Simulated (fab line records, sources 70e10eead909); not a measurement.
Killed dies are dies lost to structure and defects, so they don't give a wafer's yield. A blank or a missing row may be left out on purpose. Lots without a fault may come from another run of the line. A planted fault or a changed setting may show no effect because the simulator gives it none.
Which tool did it? | flow nand_harc | 13 lots, 39 wafers sampled, at 5 steps of a route of 1302

WHAT THE GAUGES READ, wafer by wafer
NHARC_END_SORT_01.
lot  | measured     | on        | killed_at_array | killed_at_other | killed_at_periphery | killed_dies | killed_open | killed_short
L233 | day 27 06:42 | prober-01 | 664 674 671     | 5 0 0           | 8 3 6               | 677 677 677 | 6 1 6       | 3 2 6
L236 | day 29 02:29 | prober-02 | 673 670 668     | 3 2 4           | 1 5 5               | 677 677 677 | 0 5 3       | 0 1 2

WHICH TOOL RAN EACH LOT (tool, then ch and the chambers of the sampled wafers, then the start)
lot  | NHARC_A_CONTACT_ETCH_125             | NHARC_A_CONTACT_ETCH_128             | NHARC_A_CONTACT_ETCH_129             | NHARC_A_CONTACT_ETCH_133
L227 | har_cap_etch-01 ch 0,1, day 22 15:40 | har_cap_etch-01 ch 0,1, day 22 16:11 | har_cap_etch-01 ch 0,1, day 22 16:22 | har_cap_etch-01 ch 0,1, day 22 17:05
L229 | har_cap_etch-02 ch 0,1, day 23 05:05 | har_cap_etch-02 ch 0,1, day 23 05:37 | har_cap_etch-02 ch 0,1, day 23 05:47 | har_cap_etch-02 ch 0,1, day 23 06:29
L233 | har_cap_etch-02 ch 0,1, day 25 02:01 | har_cap_etch-02 ch 0,1, day 25 02:33 | har_cap_etch-02 ch 0,1, day 25 02:44 | har_cap_etch-02 ch 0,1, day 25 03:28
L236 | har_cap_etch-03 ch 0,1, day 26 15:14 | har_cap_etch-03 ch 0,1, day 26 15:46 | har_cap_etch-03 ch 0,1, day 26 15:56 | har_cap_etch-03 ch 0,1, day 26 16:38
L237 | har_cap_etch-02 ch 0,1, day 26 23:04 | har_cap_etch-02 ch 0,1, day 26 23:36 | har_cap_etch-02 ch 0,1, day 26 23:47 | har_cap_etch-02 ch 0,1, day 27 00:43
L238 | har_cap_etch-01 ch 0, day 27 17:57   | har_cap_etch-01 ch 0, day 27 18:29   | har_cap_etch-01 ch 0, day 27 18:39   | har_cap_etch-01 ch 0, day 27 19:24
L239 | har_cap_etch-02 ch 0,1, day 27 21:01 | har_cap_etch-02 ch 0,1, day 27 21:33 | har_cap_etch-02 ch 0,1, day 27 21:44 | har_cap_etch-02 ch 0,1, day 27 22:29
L240 | har_cap_etch-03 ch 0, day 28 07:12   | har_cap_etch-03 ch 0, day 28 07:43   | har_cap_etch-03 ch 0, day 28 07:54   | har_cap_etch-03 ch 0, day 28 08:37
L242 | har_cap_etch-02 ch 0,1, day 28 14:35 | har_cap_etch-02 ch 0,1, day 28 15:07 | har_cap_etch-02 ch 0,1, day 28 15:18 | har_cap_etch-02 ch 0,1, day 28 16:01
L241 | har_cap_etch-03 ch 0, day 28 16:00   | har_cap_etch-03 ch 0, day 28 16:32   | har_cap_etch-03 ch 0, day 28 16:43   | har_cap_etch-03 ch 0, day 28 17:25
L245 | har_cap_etch-01 ch 0,1, day 29 23:29 | har_cap_etch-01 ch 0,1, day 30 00:01 | har_cap_etch-01 ch 0,1, day 30 00:11 | har_cap_etch-01 ch 0,1, day 30 00:56
L243 | har_cap_etch-01 ch 0,1, day 30 05:16 | har_cap_etch-01 ch 0,1, day 30 05:48 | har_cap_etch-01 ch 0,1, day 30 05:59 | har_cap_etch-01 ch 0,1, day 30 06:46
L248 | har_cap_etch-03 ch 0,1, day 31 09:07 | har_cap_etch-03 ch 0,1, day 31 09:38 | har_cap_etch-03 ch 0,1, day 31 09:49 | har_cap_etch-03 ch 0,1, day 31 10:31
- NHARC_A_CONTACT_ETCH_125: etches the open film in C4F8/O2/Ar, time 197 s, target depth 1918 nm.
- NHARC_A_CONTACT_ETCH_128: etches the open film in C4F8/O2/Ar, time 197 s, target depth 1918 nm.
- NHARC_A_CONTACT_ETCH_129: etches the open film in C4F8/O2/Ar, time 197 s, target depth 1918 nm.
- NHARC_A_CONTACT_ETCH_133: etches the open film in C4F8/O2/Ar, time 374 s, target depth 1610 nm.

WHAT THE TOOLS THEMSELVES READ (means of the sampled wafers that have a number; where no wafer has one, the mark that the record gives instead)
NHARC_A_CONTACT_ETCH_125.
lot  | tool            | chamber_pressure_mTorr (mTorr) | oes_air_line_au (a.u.)
L227 | har_cap_etch-01 | 20.003                         | 1.013
L229 | har_cap_etch-02 | 19.993                         | 1.017
L233 | har_cap_etch-02 | 19.996                         | 0.999
L236 | har_cap_etch-03 | 20.004                         | 1.021
L237 | har_cap_etch-02 | 19.996                         | 0.968
L238 | har_cap_etch-01 | 20.007                         | 1.036
L239 | har_cap_etch-02 | 20.004                         | 0.981
L240 | har_cap_etch-03 | 19.994                         | 0.979
L242 | har_cap_etch-02 | 19.980                         | 1.005
L241 | har_cap_etch-03 | 20.010                         | 0.985
L245 | har_cap_etch-01 | 20.007                         | 1.018
L243 | har_cap_etch-01 | 20.000                         | 1.000
L248 | har_cap_etch-03 | 20.000                         | 0.999

NHARC_A_CONTACT_ETCH_128.
lot  | tool            | chamber_pressure_mTorr (mTorr) | oes_air_line_au (a.u.)
L227 | har_cap_etch-01 | 19.994                         | 1.010
L229 | har_cap_etch-02 | 19.996                         | 0.983
L233 | har_cap_etch-02 | 20.027                         | 0.961
L236 | har_cap_etch-03 | 19.990                         | 0.988
L237 | har_cap_etch-02 | 19.998                         | 1.018
L238 | har_cap_etch-01 | 19.998                         | 1.027
L239 | har_cap_etch-02 | 20.001                         | 1.010
L240 | har_cap_etch-03 | 19.998                         | 0.999
L242 | har_cap_etch-02 | 19.984                         | 1.020
L241 | har_cap_etch-03 | 20.009                         | 1.014
L245 | har_cap_etch-01 | 20.009                         | 0.992
L243 | har_cap_etch-01 | 19.981                         | 1.022
L248 | har_cap_etch-03 | 19.996                         | 1.002

NHARC_A_CONTACT_ETCH_129.
lot  | tool            | chamber_pressure_mTorr (mTorr) | oes_air_line_au (a.u.)
L227 | har_cap_etch-01 | 20.001                         | 0.997
L229 | har_cap_etch-02 | 19.999                         | 0.998
L233 | har_cap_etch-02 | 20.001                         | 0.991
L236 | har_cap_etch-03 | 19.994                         | 0.984
L237 | har_cap_etch-02 | 20.003                         | 1.017
L238 | har_cap_etch-01 | 20.007                         | 0.984
L239 | har_cap_etch-02 | 19.988                         | 0.992
L240 | har_cap_etch-03 | 20.004                         | 1.005
L242 | har_cap_etch-02 | 20.002                         | 1.020
L241 | har_cap_etch-03 | 19.994                         | 1.013
L245 | har_cap_etch-01 | 19.999                         | 1.000
L243 | har_cap_etch-01 | 20.006                         | 1.013
L248 | har_cap_etch-03 | 19.994                         | 0.988

NHARC_A_CONTACT_ETCH_133.
lot  | tool            | chamber_pressure_mTorr (mTorr) | oes_air_line_au (a.u.)
L227 | har_cap_etch-01 | 20.013                         | 1.002
L229 | har_cap_etch-02 | 20.004                         | 1.008
L233 | har_cap_etch-02 | -                              | -
L236 | har_cap_etch-03 | -                              | -
L237 | har_cap_etch-02 | 19.982                         | 1.009
L238 | har_cap_etch-01 | 19.987                         | 1.024
L239 | har_cap_etch-02 | 19.999                         | 0.998
L240 | har_cap_etch-03 | 19.998                         | 0.966
L242 | har_cap_etch-02 | 20.003                         | 0.978
L241 | har_cap_etch-03 | 19.969                         | 1.000
L245 | har_cap_etch-01 | 20.008                         | 1.026
L243 | har_cap_etch-01 | 20.016                         | 0.998
L248 | har_cap_etch-03 | 20.000                         | 1.001

THE ANSWER, worked out from the rows above alone
Rule: what is usual is taken from the lots themselves. Put in order of their means at a reading, lots are off if they are a third of the lots or fewer, leave a main group of 4 or more, and stand apart from it by a gap of 3 or more times the standard deviation of the main group's means; of several such gaps the widest counts. A main group whose means are all the same, to the digits that the tables above print for the reading, isn't used. A lot without any number at a reading at which 4 lots or more have one is off too. The other lots that the step has rows for count as sound. The gauges are gone through in route order, then the tools' own readings, and for those a lot's mean is taken as printed above. The first step at which some lot is off is used, and at that step the reading that is off furthest; a lot without a number counts as furthest.
Off: L233, L236, at NHARC_A_CONTACT_ETCH_133 (chamber_pressure_mTorr). Without a number there: L233, L236. The main group: mean 19.998 mTorr, standard deviation 0.013.
A tool fits if, at that step or a process step before it, it ran every lot that is off, and no sound lot after the first of them. None of those tried fits.

WHAT THE SIMULATOR HAD PUT IN
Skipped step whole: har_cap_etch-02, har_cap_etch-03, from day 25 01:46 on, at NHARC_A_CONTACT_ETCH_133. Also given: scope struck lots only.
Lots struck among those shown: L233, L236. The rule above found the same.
